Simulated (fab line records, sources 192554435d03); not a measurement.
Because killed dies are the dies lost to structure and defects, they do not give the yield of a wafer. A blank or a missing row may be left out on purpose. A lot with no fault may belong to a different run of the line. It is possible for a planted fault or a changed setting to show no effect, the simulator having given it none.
Split-lot study / flow n5Finfet / route with 1938 steps; 7 lots, 39 wafers read

ON THE SPLIT
At N5_WELL_APT_EXPOSE_05 (exposes mask NWELL, defocus 0 nm, target cd 200 nm), the setting doseMj was moved away from the recipe's 20.3 on 15 of the 39 wafers read, by -5.4% to +6.1%. The other wafers ran this setting at the recipe's value.

FROM THE SPLIT TO THE READING: what the file shows between them, 3 steps
- N5_WELL_APT_PEB_06: peb time 90 s
- N5_WELL_APT_DEVELOP_07: develop time 45 s
- N5_WELL_APT_HARDBAKE_12: time 120 s

THE READING
Shown in nm: cdNm at N5_WELL_APT_CD_MEAS_08, with target cd 200 nm. On this fab line, fault-free wafers typically give 199 nm with a standard deviation of 3.2 nm.

wafer=L078.1; tool, chamber at the split=krfScanner-02, 0; doseMj as run=20.3; against the recipe=recipe; cdNm, nm=195; against lot-mates on the recipe=-
wafer=L078.3; tool, chamber at the split=krfScanner-02, 0; doseMj as run=20.3; against the recipe=recipe; cdNm, nm=197; against lot-mates on the recipe=-
wafer=L078.4; tool, chamber at the split=krfScanner-02, 0; doseMj as run=20.3; against the recipe=recipe; cdNm, nm=196; against lot-mates on the recipe=-
wafer=L079.1; tool, chamber at the split=krfScanner-02, 0; doseMj as run=19.2; against the recipe=-5.4%; cdNm, nm=191; against lot-mates on the recipe=-7
wafer=L079.2; tool, chamber at the split=krfScanner-02, 0; doseMj as run=20.3; against the recipe=recipe; cdNm, nm=199; against lot-mates on the recipe=-
wafer=L079.3; tool, chamber at the split=krfScanner-02, 0; doseMj as run=20.3; against the recipe=recipe; cdNm, nm=198; against lot-mates on the recipe=-
wafer=L079.4; tool, chamber at the split=krfScanner-02, 0; doseMj as run=19.2; against the recipe=-5.4%; cdNm, nm=193; against lot-mates on the recipe=-5
wafer=L079.5; tool, chamber at the split=krfScanner-02, 0; doseMj as run=20.3; against the recipe=recipe; cdNm, nm=198; against lot-mates on the recipe=-
wafer=L079.6; tool, chamber at the split=krfScanner-02, 0; doseMj as run=19.2; against the recipe=-5.4%; cdNm, nm=188; against lot-mates on the recipe=-10
wafer=L082.1; tool, chamber at the split=krfScanner-01, 0; doseMj as run=21.49; against the recipe=+5.9%; cdNm, nm=207; against lot-mates on the recipe=+8
wafer=L082.2; tool, chamber at the split=krfScanner-01, 0; doseMj as run=20.3; against the recipe=recipe; cdNm, nm=197; against lot-mates on the recipe=-
wafer=L082.3; tool, chamber at the split=krfScanner-01, 0; doseMj as run=21.49; against the recipe=+5.9%; cdNm, nm=209; against lot-mates on the recipe=+10
wafer=L082.4; tool, chamber at the split=krfScanner-01, 0; doseMj as run=20.3; against the recipe=recipe; cdNm, nm=198; against lot-mates on the recipe=-
wafer=L082.5; tool, chamber at the split=krfScanner-01, 0; doseMj as run=21.49; against the recipe=+5.9%; cdNm, nm=207; against lot-mates on the recipe=+8
wafer=L082.6; tool, chamber at the split=krfScanner-01, 0; doseMj as run=20.3; against the recipe=recipe; cdNm, nm=202; against lot-mates on the recipe=-
wafer=L088.1; tool, chamber at the split=krfScanner-02, 0; doseMj as run=20.3; against the recipe=recipe; cdNm, nm=201; against lot-mates on the recipe=-
wafer=L088.2; tool, chamber at the split=krfScanner-02, 0; doseMj as run=20.3; against the recipe=recipe; cdNm, nm=204; against lot-mates on the recipe=-
wafer=L088.3; tool, chamber at the split=krfScanner-02, 0; doseMj as run=20.3; against the recipe=recipe; cdNm, nm=204; against lot-mates on the recipe=-
wafer=L088.4; tool, chamber at the split=krfScanner-02, 0; doseMj as run=20.3; against the recipe=recipe; cdNm, nm=203; against lot-mates on the recipe=-
wafer=L088.5; tool, chamber at the split=krfScanner-02, 0; doseMj as run=20.3; against the recipe=recipe; cdNm, nm=205; against lot-mates on the recipe=-
wafer=L088.6; tool, chamber at the split=krfScanner-02, 0; doseMj as run=20.3; against the recipe=recipe; cdNm, nm=201; against lot-mates on the recipe=-
wafer=L092.1; tool, chamber at the split=krfScanner-02, 0; doseMj as run=20.3; against the recipe=recipe; cdNm, nm=201; against lot-mates on the recipe=-
wafer=L092.2; tool, chamber at the split=krfScanner-02, 0; doseMj as run=19.34; against the recipe=-4.7%; cdNm, nm=196; against lot-mates on the recipe=-5
wafer=L092.3; tool, chamber at the split=krfScanner-02, 0; doseMj as run=20.3; against the recipe=recipe; cdNm, nm=201; against lot-mates on the recipe=-
wafer=L092.4; tool, chamber at the split=krfScanner-02, 0; doseMj as run=20.3; against the recipe=recipe; cdNm, nm=201; against lot-mates on the recipe=-
wafer=L092.5; tool, chamber at the split=krfScanner-02, 0; doseMj as run=19.34; against the recipe=-4.7%; cdNm, nm=197; against lot-mates on the recipe=-4
wafer=L092.6; tool, chamber at the split=krfScanner-02, 0; doseMj as run=19.34; against the recipe=-4.7%; cdNm, nm=193; against lot-mates on the recipe=-8
wafer=L094.1; tool, chamber at the split=krfScanner-01, 0; doseMj as run=20.3; against the recipe=recipe; cdNm, nm=200; against lot-mates on the recipe=-
wafer=L094.2; tool, chamber at the split=krfScanner-01, 0; doseMj as run=20.3; against the recipe=recipe; cdNm, nm=199; against lot-mates on the recipe=-
wafer=L094.3; tool, chamber at the split=krfScanner-01, 0; doseMj as run=20.3; against the recipe=recipe; cdNm, nm=199; against lot-mates on the recipe=-
wafer=L094.4; tool, chamber at the split=krfScanner-01, 0; doseMj as run=20.93; against the recipe=+3.1%; cdNm, nm=205; against lot-mates on the recipe=+6
wafer=L094.5; tool, chamber at the split=krfScanner-01, 0; doseMj as run=20.93; against the recipe=+3.1%; cdNm, nm=203; against lot-mates on the recipe=+4
wafer=L094.6; tool, chamber at the split=krfScanner-01, 0; doseMj as run=20.93; against the recipe=+3.1%; cdNm, nm=202; against lot-mates on the recipe=+3
wafer=L095.1; tool, chamber at the split=krfScanner-02, 0; doseMj as run=20.3; against the recipe=recipe; cdNm, nm=201; against lot-mates on the recipe=-
wafer=L095.2; tool, chamber at the split=krfScanner-02, 0; doseMj as run=20.3; against the recipe=recipe; cdNm, nm=203; against lot-mates on the recipe=-
wafer=L095.3; tool, chamber at the split=krfScanner-02, 0; doseMj as run=21.54; against the recipe=+6.1%; cdNm, nm=208; against lot-mates on the recipe=+6
wafer=L095.4; tool, chamber at the split=krfScanner-02, 0; doseMj as run=20.3; against the recipe=recipe; cdNm, nm=202; against lot-mates on the recipe=-
wafer=L095.5; tool, chamber at the split=krfScanner-02, 0; doseMj as run=21.54; against the recipe=+6.1%; cdNm, nm=212; against lot-mates on the recipe=+10
wafer=L095.6; tool, chamber at the split=krfScanner-02, 0; doseMj as run=21.54; against the recipe=+6.1%; cdNm, nm=211; against lot-mates on the recipe=+9

FIT RESULTS
A straight line over all 39 wafers: cdNm changes by +1.43 nm for each +1% of doseMj; r = +0.88; the points scatter about the line by 2.5 nm.
The same after taking each lot's own level away (the mean of its wafers on the recipe; 39 wafers): +1.37 nm for each +1%; r = +0.95; scatter 1.4 nm.
Per that fit: largest doseMj move, reading shift of 8.4 nm.
The lots' own levels span 196.0 to 203.0 nm, that is 2.2 times the standard deviation above.
The two slopes agree, so the slope changes little with the lot-to-lot level.
Check: +8.73 nm against its lot-mates is what the line predicts for one of the wafers moved furthest among these (+6.1%) when that wafer is left out of the fit. Against them it came out at +6 nm.

THE WHOLE CHAIN: every reading that the file lists as answering this split, in the file's order
step=N5_WELL_APT_CD_MEAS_08; what it does=target cd 200 nm; reading=cdNm; change (the file's fit)=+1.38 nm for each +1% of the setting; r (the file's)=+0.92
step=N5_WELL_APT_DESCUM_13; what it does=chemistry O2, time 7.9 s; reading=WELL_APT.cdNm (the simulator's own value, which no gauge read); change (the file's fit)=+1.36 nm for each +1% of the setting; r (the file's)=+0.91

THE FILE'S OWN FIT
cdNm changes by +1.38 nm for each +1% of doseMj, r = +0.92.
